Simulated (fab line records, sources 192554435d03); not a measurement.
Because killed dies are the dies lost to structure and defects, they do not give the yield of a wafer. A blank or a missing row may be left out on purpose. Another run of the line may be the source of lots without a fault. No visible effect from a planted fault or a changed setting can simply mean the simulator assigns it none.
Which tool is to blame? | flow n5-finfet | 36 wafers from 12 lots sampled at 3 of the route's 1938 steps

## WHAT THE GAUGES READ, wafer by wafer
Not one reading of a measure or inspect step in the record can be checked against a usual standard deviation.

## TOOL THAT RAN EACH LOT (tool first, then ch and the chambers of the sampled wafers, then the start)
lot  | N5_BEOL_M5_ANNEAL_49         | N5_BEOL_M5_ANNEAL_84         | N5_BEOL_M5_CMP_52
L669 | pvd-sputter-01, day 8 03:45  | pvd-sputter-01, day 8 05:55  | cmp-02 ch 1,2,3, day 8 08:34
L672 | pvd-sputter-02, day 8 21:44  | pvd-sputter-02, day 8 23:54  | cmp-01 ch 0,1,3, day 9 02:32
L671 | pvd-sputter-02, day 9 02:32  | pvd-sputter-02, day 9 04:43  | cmp-02 ch 0,1, day 9 07:22
L673 | pvd-sputter-01, day 9 06:35  | pvd-sputter-01, day 9 08:46  | cmp-01 ch 1,2,3, day 9 11:26
L674 | pvd-sputter-03, day 9 06:56  | pvd-sputter-03, day 9 09:07  | cmp-02 ch 1,2, day 9 11:43
L675 | pvd-sputter-03, day 9 19:14  | pvd-sputter-03, day 9 21:24  | cmp-04 ch 0,2, day 10 00:16
L677 | pvd-sputter-03, day 10 09:10 | pvd-sputter-03, day 10 11:21 | cmp-02 ch 0,1,2, day 10 13:56
L678 | pvd-sputter-03, day 10 13:36 | pvd-sputter-03, day 10 15:46 | cmp-04 ch 0,2,3, day 10 18:25
L679 | pvd-sputter-02, day 11 12:11 | pvd-sputter-02, day 11 14:21 | cmp-04 ch 2,3, day 11 16:58
L687 | pvd-sputter-02, day 13 01:22 | pvd-sputter-02, day 13 03:32 | cmp-02 ch 0,1,3, day 13 06:59
L690 | pvd-sputter-02, day 13 20:54 | pvd-sputter-02, day 13 23:04 | cmp-01 ch 0,1,3, day 14 01:46
L692 | pvd-sputter-03, day 14 09:58 | pvd-sputter-03, day 14 12:08 | cmp-04 ch 1,2,3, day 14 14:51
- N5_BEOL_M5_ANNEAL_49: time 1800 s.
- N5_BEOL_M5_ANNEAL_84: time 1800 s.
- N5_BEOL_M5_CMP_52: polishes, stops on SiCOH lowk, t overpolish 6.9 s, target thk 62 nm.

## AS READ BY THE TOOLS THEMSELVES (means over the sampled wafers that have a number; for cases with no such wafer, the mark the record gives instead)
N5_BEOL_M5_ANNEAL_49.
lot  | tool           | heater-power-w (W)
L669 | pvd-sputter-01 | 899
L672 | pvd-sputter-02 | 809
L671 | pvd-sputter-02 | 843
L673 | pvd-sputter-01 | 831
L674 | pvd-sputter-03 | 907
L675 | pvd-sputter-03 | 847
L677 | pvd-sputter-03 | 824
L678 | pvd-sputter-03 | 856
L679 | pvd-sputter-02 | 816
L687 | pvd-sputter-02 | 816
L690 | pvd-sputter-02 | 800
L692 | pvd-sputter-03 | 839

N5_BEOL_M5_ANNEAL_84.
lot  | tool           | heater-power-w (W)
L669 | pvd-sputter-01 | 914
L672 | pvd-sputter-02 | 807
L671 | pvd-sputter-02 | 830
L673 | pvd-sputter-01 | 851
L674 | pvd-sputter-03 | 902
L675 | pvd-sputter-03 | 857
L677 | pvd-sputter-03 | 832
L678 | pvd-sputter-03 | 847
L679 | pvd-sputter-02 | 827
L687 | pvd-sputter-02 | 815
L690 | pvd-sputter-02 | 792
L692 | pvd-sputter-03 | 844

N5_BEOL_M5_CMP_52.
lot  | tool   | barrier-field-endpoint-s (s) | motor-current-A (A) | overpolish-run-s (s) | platen-rpm (rpm) | retaining-ring-pressure-frac | time-to-endpoint-s (s)
L669 | cmp-02 | 25.2                         | 6.1                 | 6.897                | 50.01            | 1.002                        | 64.5
L672 | cmp-01 | 24.2                         | 6.6                 | 6.900                | 50.01            | 0.996                        | 61.6
L671 | cmp-02 | 25.1                         | 6.3                 | 6.901                | 50.01            | 1.000                        | 62.8
L673 | cmp-01 | 24.8                         | 6.1                 | 6.896                | 50.02            | 1.004                        | 62.6
L674 | cmp-02 | 24.0                         | 6.1                 | 6.898                | 49.98            | 1.004                        | 61.9
L675 | cmp-04 | 24.3                         | 6.6                 | 6.895                | 50.00            | 0.991                        | 61.8
L677 | cmp-02 | 24.7                         | 6.0                 | 6.902                | 49.97            | 1.005                        | 60.1
L678 | cmp-04 | 24.7                         | 6.3                 | 6.911                | 49.99            | 0.999                        | 62.2
L679 | cmp-04 | 25.8                         | 6.8                 | 6.896                | 48.66            | 0.999                        | 62.7
L687 | cmp-02 | 24.0                         | 5.8                 | 6.897                | 49.99            | 1.001                        | 60.2
L690 | cmp-01 | 24.3                         | 6.6                 | 6.899                | 49.98            | 0.994                        | 60.1
L692 | cmp-04 | 24.6                         | 7.0                 | 6.896                | 50.01            | 0.996                        | 63.6

## THE ANSWER, worked out from the rows above alone
Rule: the lots themselves supply what counts as usual. Put in order of their means at a reading, lots are off if they are a third of the lots or fewer, leave a main group of 4 or more, and stand apart from it by a gap of 3 or more times the standard deviation of the main group's means; of several such gaps the widest counts. The tables above print the reading to a certain number of digits; a main group whose means all agree to those digits is not used. Also off: a lot with no number at a reading for which 4 or more lots have one. All remaining lots with rows at the step are treated as sound. First the gauges in route order, then the tools' own readings, where a lot's mean is used as printed above. The first step at which some lot is off is used, and at that step the reading that is off furthest; a lot without a number counts as furthest.
Off, at N5_BEOL_M5_CMP_52 on platen-rpm: L679. The main group has a mean of 50.00 rpm with a standard deviation of 0.015.
A tool fits if, at that step or a process step before it, it ran every lot that is off, and no sound lot after the first of them. None of those tried fits.

## WHAT HAD BEEN PUT IN BY THE SIMULATOR
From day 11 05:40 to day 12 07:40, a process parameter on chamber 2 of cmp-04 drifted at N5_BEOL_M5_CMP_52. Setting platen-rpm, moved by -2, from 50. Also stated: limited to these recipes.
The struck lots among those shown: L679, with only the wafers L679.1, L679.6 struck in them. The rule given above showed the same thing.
